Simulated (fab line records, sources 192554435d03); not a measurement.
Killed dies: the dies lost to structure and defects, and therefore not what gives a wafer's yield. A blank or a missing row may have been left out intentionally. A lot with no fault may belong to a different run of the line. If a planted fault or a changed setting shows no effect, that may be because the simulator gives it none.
Which tool was responsible? / flow n5_finfet / 9 lots with 27 wafers sampled at 8 steps, on a route of 1938 steps

WHAT EACH GAUGE READ, for each wafer
N5_BEOL_M4_RC_MEAS_101. Usual: DIBL_N 36.0 mV/V, standard deviation 2.2; DIBL_P 36.2 mV/V, standard deviation 2.4; IOFF_N 0.16 nA/um, standard deviation 0.035; IOFF_P 0.21 nA/um, standard deviation 0.037; ION_N 672 uA/um, standard deviation 13; ION_P 461 uA/um, standard deviation 7; SS_N 71.4 mV/dec, standard deviation 0.69; SS_P 73.2 mV/dec, standard deviation 0.75; VT_N 250 mV, standard deviation 3.4; VT_P -251 mV, standard deviation 3.
lot=L483; measured=day 10 16:19; on=prober-02; DIBL_N (mV/V)=34.8 34.9 33.5; DIBL_P (mV/V)=35.5 35.1 34.3; IOFF_N (nA/um)=0.14 0.14 0.12; IOFF_P (nA/um)=0.20 0.20 0.18; ION_N (uA/um)=672 666 661; ION_P (uA/um)=463 462 457; SS_N (mV/dec)=70.9 70.7 70.3; SS_P (mV/dec)=73.6 72.9 72.7; VT_N (mV)=252 251 254; VT_P (mV)=-252 -248 -251; flag=
lot=L485; measured=day 10 19:05; on=prober-01; DIBL_N (mV/V)=35.2 32.3 35.6; DIBL_P (mV/V)=34.8 32.9 36.0; IOFF_N (nA/um)=0.14 0.11 0.14; IOFF_P (nA/um)=0.18 0.16 0.19; ION_N (uA/um)=665 655 667; ION_P (uA/um)=455 454 461; SS_N (mV/dec)=71.1 70.3 71.0; SS_P (mV/dec)=72.2 71.8 72.8; VT_N (mV)=253 254 251; VT_P (mV)=-255 -252 -254; flag=
lot=L486; measured=day 10 19:42; on=prober-02; DIBL_N (mV/V)=34.2 36.7 36.2; DIBL_P (mV/V)=33.5 37.9 36.5; IOFF_N (nA/um)=0.13 0.18 0.16; IOFF_P (nA/um)=0.18 0.24 0.22; ION_N (uA/um)=675 684 683; ION_P (uA/um)=465 471 460; SS_N (mV/dec)=70.3 71.8 70.8; SS_P (mV/dec)=72.5 73.6 73.1; VT_N (mV)=252 246 249; VT_P (mV)=-250 -246 -250; flag=
lot=L484; measured=day 10 20:53; on=prober-02; DIBL_N (mV/V)=37.0 36.6 34.1; DIBL_P (mV/V)=39.5 38.0 35.2; IOFF_N (nA/um)=0.18 0.17 0.13; IOFF_P (nA/um)=0.26 0.23 0.19; ION_N (uA/um)=667 674 660; ION_P (uA/um)=465 460 463; SS_N (mV/dec)=72.0 71.6 71.6; SS_P (mV/dec)=74.1 74.1 72.9; VT_N (mV)=252 248 254; VT_P (mV)=-250 -251 -254; flag=
lot=L493; measured=day 13 14:25; on=prober-02; DIBL_N (mV/V)=35.7 36.6 34.8; DIBL_P (mV/V)=36.3 37.7 36.3; IOFF_N (nA/um)=0.16 0.17 0.15; IOFF_P (nA/um)=0.20 0.22 0.20; ION_N (uA/um)=673 665 669; ION_P (uA/um)=466 464 458; SS_N (mV/dec)=71.7 72.0 71.0; SS_P (mV/dec)=73.6 73.7 73.3; VT_N (mV)=251 251 250; VT_P (mV)=-253 -252 -253; flag=
lot=L497; measured=day 13 16:46; on=prober-01; DIBL_N (mV/V)=40.9 38.3 38.9; DIBL_P (mV/V)=41.1 37.2 38.2; IOFF_N (nA/um)=0.26 0.18 0.20; IOFF_P (nA/um)=0.30 0.23 0.24; ION_N (uA/um)=700 689 691; ION_P (uA/um)=476 466 462; SS_N (mV/dec)=72.6 71.8 71.8; SS_P (mV/dec)=75.2 73.6 74.7; VT_N (mV)=243 249 249; VT_P (mV)=-247 -251 -249; flag=
lot=L499; measured=day 14 04:13; on=prober-01; DIBL_N (mV/V)=36.3 36.5 39.1; DIBL_P (mV/V)=35.8 36.5 39.1; IOFF_N (nA/um)=0.16 0.16 0.21; IOFF_P (nA/um)=0.18 0.19 0.23; ION_N (uA/um)=681 684 696; ION_P (uA/um)=460 460 462; SS_N (mV/dec)=71.5 71.9 71.9; SS_P (mV/dec)=72.7 73.1 73.3; VT_N (mV)=248 253 245; VT_P (mV)=-254 -252 -251; flag=
lot=L498; measured=day 14 10:02; on=prober-02; DIBL_N (mV/V)=35.0 33.6 33.6; DIBL_P (mV/V)=35.2 33.7 34.3; IOFF_N (nA/um)=0.14 0.11 0.12; IOFF_P (nA/um)=0.18 0.16 0.16; ION_N (uA/um)=658 645 649; ION_P (uA/um)=455 447 451; SS_N (mV/dec)=70.9 70.1 70.0; SS_P (mV/dec)=72.9 71.8 71.6; VT_N (mV)=252 254 255; VT_P (mV)=-250 -254 -253; flag=
lot=L502; measured=day 15 05:06; on=prober-01; DIBL_N (mV/V)=36.0 37.5 36.2; DIBL_P (mV/V)=35.5 37.4 36.2; IOFF_N (nA/um)=0.14 0.18 0.16; IOFF_P (nA/um)=0.20 0.24 0.21; ION_N (uA/um)=676 682 678; ION_P (uA/um)=466 473 466; SS_N (mV/dec)=70.8 71.7 71.3; SS_P (mV/dec)=73.0 73.2 73.0; VT_N (mV)=251 249 250; VT_P (mV)=-249 -247 -248; flag=

N5_BEOL_M5_THK_MEAS_53: measures by xrf. Usual: for M5_THK the level is 61.1 nm and the standard deviation is 1.6.
lot=L483; measured=day 11 05:47; on=film_metro-01; M5_THK (nm)=63.0 61.8 62.1; flag=
lot=L485; measured=day 11 06:36; on=film_metro-02; M5_THK (nm)=304.8 304.2 303.2; flag=OFF
lot=L486; measured=day 11 08:47; on=film_metro-02; M5_THK (nm)=296.5 298.4 297.8; flag=OFF
lot=L484; measured=day 11 10:37; on=film_metro-02; M5_THK (nm)=298.5 297.3 299.1; flag=OFF
lot=L493; measured=day 14 06:05; on=film_metro-02; M5_THK (nm)=60.1 63.4 62.5; flag=
lot=L497; measured=day 14 12:29; on=film_metro-02; M5_THK (nm)=61.5 64.8 62.5; flag=
lot=L499; measured=day 14 16:31; on=film_metro-01; M5_THK (nm)=61.0 62.3 62.1; flag=
lot=L498; measured=day 14 21:15; on=film_metro-01; M5_THK (nm)=60.6 61.4 62.4; flag=
lot=L502; measured=day 15 16:36; on=film_metro-01; M5_THK (nm)=60.3 58.5 60.0; flag=

N5_BEOL_M5_RS_MEAS_57: the measuring method here is four-point-probe. Usual: for M5_RS the level is 0.393 ohm/sq and the standard deviation is 0.013.
lot=L483; measured=day 11 06:03; on=film_metro-02; M5_RS (ohm/sq)=0.375 0.386 0.380; flag=
lot=L485; measured=day 11 06:52; on=film_metro-01; M5_RS (ohm/sq)=0.054 0.054 0.054; flag=OFF
lot=L486; measured=day 11 09:03; on=film_metro-02; M5_RS (ohm/sq)=0.054 0.054 0.054; flag=OFF
lot=L484; measured=day 11 10:52; on=film_metro-01; M5_RS (ohm/sq)=0.054 0.054 0.054; flag=OFF
lot=L493; measured=day 14 06:20; on=film_metro-01; M5_RS (ohm/sq)=0.401 0.376 0.383; flag=
lot=L497; measured=day 14 12:45; on=film_metro-02; M5_RS (ohm/sq)=0.392 0.366 0.382; flag=
lot=L499; measured=day 14 16:47; on=film_metro-02; M5_RS (ohm/sq)=0.398 0.384 0.387; flag=
lot=L498; measured=day 14 21:31; on=film_metro-01; M5_RS (ohm/sq)=0.394 0.385 0.378; flag=
lot=L502; measured=day 15 17:04; on=film_metro-02; M5_RS (ohm/sq)=0.395 0.410 0.394; flag=

N5_BEOL_M5_INSPECT_58: inspects for defects (darkfield). Usual: raw_defect_count at 78, with a standard deviation of 25.
lot=L483; measured=day 11 06:05; on=defect_inspect-02; raw_defect_count=93 143 119; flag=
lot=L485; measured=day 11 06:53; on=defect_inspect-02; raw_defect_count=1968 2054 2003; flag=OFF
lot=L486; measured=day 11 09:04; on=defect_inspect-02; raw_defect_count=2043 2166 2089; flag=OFF
lot=L484; measured=day 11 10:54; on=defect_inspect-01; raw_defect_count=1961 2020 1977; flag=OFF
lot=L493; measured=day 14 06:22; on=defect_inspect-01; raw_defect_count=40 97 109; flag=
lot=L497; measured=day 14 12:46; on=defect_inspect-02; raw_defect_count=128 120 105; flag=
lot=L499; measured=day 14 16:48; on=defect_inspect-01; raw_defect_count=52 57 57; flag=
lot=L498; measured=day 14 21:32; on=defect_inspect-01; raw_defect_count=35 29 61; flag=
lot=L502; measured=day 15 17:06; on=defect_inspect-01; raw_defect_count=53 80 80; flag=

WHAT TOOL EACH LOT RAN ON (gives the tool, then ch and the chambers of the sampled wafers, and finally the start)
lot=L483; N5_BEOL_M5_SPUTTER_81=pvd_sputter-01, day 11 01:44; N5_BEOL_M5_CMP_52=cmp-04 ch 0,2,3, day 11 05:34; N5_BEOL_M5_PRE_CLEAN_77=cvd_co-01 ch 0,1,2, day 11 05:50; N5_BEOL_M5_CO_CAP_78=cvd_co-01 ch 0,1,2, day 11 05:52
lot=L485; N5_BEOL_M5_SPUTTER_81=pvd_sputter-03, day 11 02:32; N5_BEOL_M5_CMP_52=cmp-03 ch 0,2,3, day 11 06:18; N5_BEOL_M5_PRE_CLEAN_77=cvd_co-02 ch 1,2, day 11 06:38; N5_BEOL_M5_CO_CAP_78=cvd_co-02 ch 1,2, day 11 06:40
lot=L486; N5_BEOL_M5_SPUTTER_81=pvd_sputter-02, day 11 04:42; N5_BEOL_M5_CMP_52=cmp-01 ch 1,2,3, day 11 08:32; N5_BEOL_M5_PRE_CLEAN_77=cvd_co-02 ch 1,2, day 11 08:50; N5_BEOL_M5_CO_CAP_78=cvd_co-02 ch 1,2, day 11 08:52
lot=L484; N5_BEOL_M5_SPUTTER_81=pvd_sputter-01, day 11 06:10; N5_BEOL_M5_CMP_52=cmp-01 ch 0,3, day 11 10:19; N5_BEOL_M5_PRE_CLEAN_77=cvd_co-01 ch 0,1,2, day 11 10:39; N5_BEOL_M5_CO_CAP_78=cvd_co-01 ch 0,1,2, day 11 10:41
lot=L493; N5_BEOL_M5_SPUTTER_81=pvd_sputter-01, day 14 02:01; N5_BEOL_M5_CMP_52=cmp-03 ch 0,3, day 14 05:49; N5_BEOL_M5_PRE_CLEAN_77=cvd_co-02 ch 0,1, day 14 06:07; N5_BEOL_M5_CO_CAP_78=cvd_co-02 ch 0,1, day 14 06:09
lot=L497; N5_BEOL_M5_SPUTTER_81=pvd_sputter-02, day 14 07:44; N5_BEOL_M5_CMP_52=cmp-03 ch 2,3, day 14 12:11; N5_BEOL_M5_PRE_CLEAN_77=cvd_co-02 ch 0,1,2, day 14 12:31; N5_BEOL_M5_CO_CAP_78=cvd_co-02 ch 0,1,2, day 14 12:34
lot=L499; N5_BEOL_M5_SPUTTER_81=pvd_sputter-03, day 14 12:16; N5_BEOL_M5_CMP_52=cmp-03 ch 1,2,3, day 14 16:20; N5_BEOL_M5_PRE_CLEAN_77=cvd_co-01 ch 0,1,2, day 14 16:33; N5_BEOL_M5_CO_CAP_78=cvd_co-01 ch 0,1,2, day 14 16:35
lot=L498; N5_BEOL_M5_SPUTTER_81=pvd_sputter-02, day 14 16:49; N5_BEOL_M5_CMP_52=cmp-01 ch 0,1,2, day 14 21:02; N5_BEOL_M5_PRE_CLEAN_77=cvd_co-01 ch 0,1,2, day 14 21:17; N5_BEOL_M5_CO_CAP_78=cvd_co-01 ch 0,1,2, day 14 21:19
lot=L502; N5_BEOL_M5_SPUTTER_81=pvd_sputter-01, day 15 12:33; N5_BEOL_M5_CMP_52=cmp-03 ch 1,2,3, day 15 16:19; N5_BEOL_M5_PRE_CLEAN_77=cvd_co-01 ch 0,2, day 15 16:47; N5_BEOL_M5_CO_CAP_78=cvd_co-01 ch 0,2, day 15 16:51
- N5_BEOL_M5_SPUTTER_81: material Cu, target thk 15 nm, time 27.62 s.
- N5_BEOL_M5_CMP_52: polishes, stops on SiCOH lowk, t overpolish 6.9 s, target thk 62 nm.
- N5_BEOL_M5_PRE_CLEAN_77: time 15 s.
- N5_BEOL_M5_CO_CAP_78: material Co, precursor CCTBA/H2, target thk 2 nm, time 102.1 s.

AS READ BY THE TOOLS THEMSELVES (means over the sampled wafers that have a number; for cases with no such wafer, the mark the record gives instead)
N5_BEOL_M5_SPUTTER_81. Usual: throttle_valve_pct at 30.0 %, with a standard deviation of 1.1.
lot=L483; tool=pvd_sputter-01; throttle_valve_pct (%)=31.5; flag=
lot=L485; tool=pvd_sputter-03; throttle_valve_pct (%)=29.4; flag=
lot=L486; tool=pvd_sputter-02; throttle_valve_pct (%)=29.5; flag=
lot=L484; tool=pvd_sputter-01; throttle_valve_pct (%)=30.8; flag=
lot=L493; tool=pvd_sputter-01; throttle_valve_pct (%)=31.1; flag=
lot=L497; tool=pvd_sputter-02; throttle_valve_pct (%)=30.1; flag=
lot=L499; tool=pvd_sputter-03; throttle_valve_pct (%)=29.9; flag=
lot=L498; tool=pvd_sputter-02; throttle_valve_pct (%)=28.3; flag=
lot=L502; tool=pvd_sputter-01; throttle_valve_pct (%)=31.3; flag=

N5_BEOL_M5_CMP_52. Usual: barrier_field_endpoint_s 24.4 s, standard deviation 0.58; clearing_platen_down_force_psi 1.5000 psi, standard deviation 0.0028; motor_current_A 5.9 A, standard deviation 0.64; overpolish_run_s 6.900 s, standard deviation 0.0086; time_to_endpoint_s 61 s, standard deviation 3.5.
lot=L483; tool=cmp-04; barrier_field_endpoint_s (s)=24.4; clearing_platen_down_force_psi (psi)=1.5004; motor_current_A (A)=6.6; overpolish_run_s (s)=6.898; time_to_endpoint_s (s)=61; flag=
lot=L485; tool=cmp-03; barrier_field_endpoint_s (s)=-; clearing_platen_down_force_psi (psi)=-; motor_current_A (A)=-; overpolish_run_s (s)=-; time_to_endpoint_s (s)=-; flag=OFF
lot=L486; tool=cmp-01; barrier_field_endpoint_s (s)=-; clearing_platen_down_force_psi (psi)=-; motor_current_A (A)=-; overpolish_run_s (s)=-; time_to_endpoint_s (s)=-; flag=OFF
lot=L484; tool=cmp-01; barrier_field_endpoint_s (s)=-; clearing_platen_down_force_psi (psi)=-; motor_current_A (A)=-; overpolish_run_s (s)=-; time_to_endpoint_s (s)=-; flag=OFF
lot=L493; tool=cmp-03; barrier_field_endpoint_s (s)=24.5; clearing_platen_down_force_psi (psi)=1.4956; motor_current_A (A)=5.8; overpolish_run_s (s)=6.901; time_to_endpoint_s (s)=62; flag=
lot=L497; tool=cmp-03; barrier_field_endpoint_s (s)=25.2; clearing_platen_down_force_psi (psi)=1.5020; motor_current_A (A)=5.4; overpolish_run_s (s)=6.903; time_to_endpoint_s (s)=68; flag=
lot=L499; tool=cmp-03; barrier_field_endpoint_s (s)=24.7; clearing_platen_down_force_psi (psi)=1.5014; motor_current_A (A)=5.6; overpolish_run_s (s)=6.898; time_to_endpoint_s (s)=63; flag=
lot=L498; tool=cmp-01; barrier_field_endpoint_s (s)=24.9; clearing_platen_down_force_psi (psi)=1.4999; motor_current_A (A)=5.5; overpolish_run_s (s)=6.902; time_to_endpoint_s (s)=58; flag=
lot=L502; tool=cmp-03; barrier_field_endpoint_s (s)=24.3; clearing_platen_down_force_psi (psi)=1.4963; motor_current_A (A)=5.4; overpolish_run_s (s)=6.897; time_to_endpoint_s (s)=61; flag=

N5_BEOL_M5_PRE_CLEAN_77. Usual: heater_power_w at 92 W, with a standard deviation of 16.
lot=L483; tool=cvd_co-01; heater_power_w (W)=106; flag=
lot=L485; tool=cvd_co-02; heater_power_w (W)=78; flag=
lot=L486; tool=cvd_co-02; heater_power_w (W)=78; flag=
lot=L484; tool=cvd_co-01; heater_power_w (W)=103; flag=
lot=L493; tool=cvd_co-02; heater_power_w (W)=84; flag=
lot=L497; tool=cvd_co-02; heater_power_w (W)=86; flag=
lot=L499; tool=cvd_co-01; heater_power_w (W)=105; flag=
lot=L498; tool=cvd_co-01; heater_power_w (W)=107; flag=
lot=L502; tool=cvd_co-01; heater_power_w (W)=90; flag=

N5_BEOL_M5_CO_CAP_78. Usual: heater_power_w at 244 W, with a standard deviation of 20.
lot=L483; tool=cvd_co-01; heater_power_w (W)=260; flag=
lot=L485; tool=cvd_co-02; heater_power_w (W)=229; flag=
lot=L486; tool=cvd_co-02; heater_power_w (W)=229; flag=
lot=L484; tool=cvd_co-01; heater_power_w (W)=264; flag=
lot=L493; tool=cvd_co-02; heater_power_w (W)=236; flag=
lot=L497; tool=cvd_co-02; heater_power_w (W)=235; flag=
lot=L499; tool=cvd_co-01; heater_power_w (W)=264; flag=
lot=L498; tool=cvd_co-01; heater_power_w (W)=262; flag=
lot=L502; tool=cvd_co-01; heater_power_w (W)=241; flag=

THE ANSWER, worked out from the rows above alone
Rule: take the mean of a lot's wafers that have a number; if it is more than 3 standard deviations from the usual mean, the lot is off. Also off: a lot with no number at a reading for which 4 or more lots have one. Any other lot the step has rows for is counted as sound. The gauges are gone through in route order, then the tools' own readings, and for those a lot's mean is taken as printed above. At the first step where some lot is off, the reading lying furthest off is the one used; lots without a number count as furthest.
Off: at N5_BEOL_M5_THK_MEAS_53 (M5_THK), L485, L486, L484.
A tool fits if, at a process step before that reading, it ran every lot that is off, and no sound lot after the first of them. The gauges at N5_BEOL_M5_THK_MEAS_53 aren't tried: what is off there is off at N5_BEOL_M5_INSPECT_58 too, on other tools, and a gauge's error can't cause that. Not one of the candidates tried fits.

WHAT THE SIMULATOR HAD INSERTED
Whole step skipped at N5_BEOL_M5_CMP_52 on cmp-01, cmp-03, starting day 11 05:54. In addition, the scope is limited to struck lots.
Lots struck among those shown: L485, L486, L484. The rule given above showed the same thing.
